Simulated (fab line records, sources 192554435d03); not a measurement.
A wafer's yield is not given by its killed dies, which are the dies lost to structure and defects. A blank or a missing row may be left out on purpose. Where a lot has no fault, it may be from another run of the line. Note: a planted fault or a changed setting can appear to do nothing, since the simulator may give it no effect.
Matching of chambers -- flow n5 finfet -- 4 sister chambers for N5_BEOL_M6_ETCH_72 on rie diel-06
The step etches underlayer in N2/H2, target depth 6.5 nm, time 5.2 s. 4 wafers are shown with their chamber, then 8 later ones without.

## WAFERS, EACH WITH ITS CHAMBER
wafer,chamber,drypump motor current A (A)
L081.5,2,5.5
L085.1,1,6.0
L085.2,3,6.5
L088.2,0,6.6

## WAFERS MISSING THEIR CHAMBER
wafer,drypump motor current A (A)
L088.4,5.4
L088.5,6.0
L089.1,6.5
L089.5,5.5
L089.6,6.5
L091.1,6.0
L091.5,6.6
L091.6,6.5

## WHICH CHAMBER EACH WENT THROUGH
wafer,from the rows above,in truth
L088.4,2,2
L088.5,1,1
L089.1,3,3
L089.5,2,2
L089.6,3,3
L091.1,1,1
L091.5,0,0
L091.6,3,3
Placed correctly: 8 of 8. Number that these rows cannot place: 0. Wrongly placed: 0.
How it was worked out, from the rows above alone: a wafer's distance from a chamber is the root of the sum, over the readings, of the square of ((its reading less the chamber's mean) divided by the reading's scatter). The wafer belongs to the nearest chamber; if the next one is less than 2 further off, it can't be placed. Each chamber's mean is taken over the wafers shown for it. The scatter: with one shown wafer a chamber, the root of the mean of the squares of how far each hidden wafer lies from its nearest shown one.
